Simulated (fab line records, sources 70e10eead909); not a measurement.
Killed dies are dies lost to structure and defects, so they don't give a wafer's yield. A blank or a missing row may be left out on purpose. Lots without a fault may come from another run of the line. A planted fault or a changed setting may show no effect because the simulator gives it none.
Chamber matching | flow nand_harc | NHARC_A_STAIRCASE_TRIM_229 on rie_diel-12: 4 sister chambers
The step chemistry O2, time 211.2 s. 8 wafers are shown with their chamber, then 9 later ones without.

WAFERS WITH THEIR CHAMBER
wafer  | chamber | showerhead_plenum_p_Torr (Torr) | drypump_motor_current_A (A)
L076.2 | 3       | 3.64                            | 5.6
L082.1 | 0       | 3.66                            | 6.1
L088.2 | 2       | 3.34                            | 5.4
L088.3 | 0       | 3.65                            | 6.1
L090.1 | 3       | 3.63                            | 5.5
L089.1 | 2       | 3.34                            | 5.4
L089.2 | 1       | 3.78                            | 6.0
L089.5 | 1       | 3.78                            | 5.9

WAFERS WITHOUT THEIR CHAMBER
wafer  | showerhead_plenum_p_Torr (Torr) | drypump_motor_current_A (A)
L091.1 | 3.65                            | 6.1
L091.4 | 3.78                            | 6.0
L091.6 | 3.34                            | 5.4
L093.1 | 3.78                            | 5.9
L093.2 | 3.34                            | 5.3
L093.6 | 3.78                            | 5.9
L094.1 | 3.77                            | 5.9
L094.4 | 3.33                            | 5.3
L094.6 | 3.33                            | 5.4

WHICH CHAMBER EACH WENT THROUGH
wafer  | from the rows above | in truth
L091.1 | 0                   | 0
L091.4 | 1                   | 1
L091.6 | 2                   | 2
L093.1 | 1                   | 1
L093.2 | 2                   | 2
L093.6 | 1                   | 1
L094.1 | 1                   | 1
L094.4 | 2                   | 2
L094.6 | 2                   | 2
Placed correctly: 9 of 9. Can't be placed from these rows: 0. Placed wrongly: 0.
How it was worked out, from the rows above alone: a wafer's distance from a chamber is the root of the sum, over the readings, of the square of ((its reading less the chamber's mean) divided by the reading's scatter). The wafer belongs to the nearest chamber; if the next one is less than 2 further off, it can't be placed. A chamber's mean is the mean of its shown wafers. The scatter: the root of (the sum of the squares of (reading less its chamber's mean) over the shown wafers, divided by (wafers less chambers)).
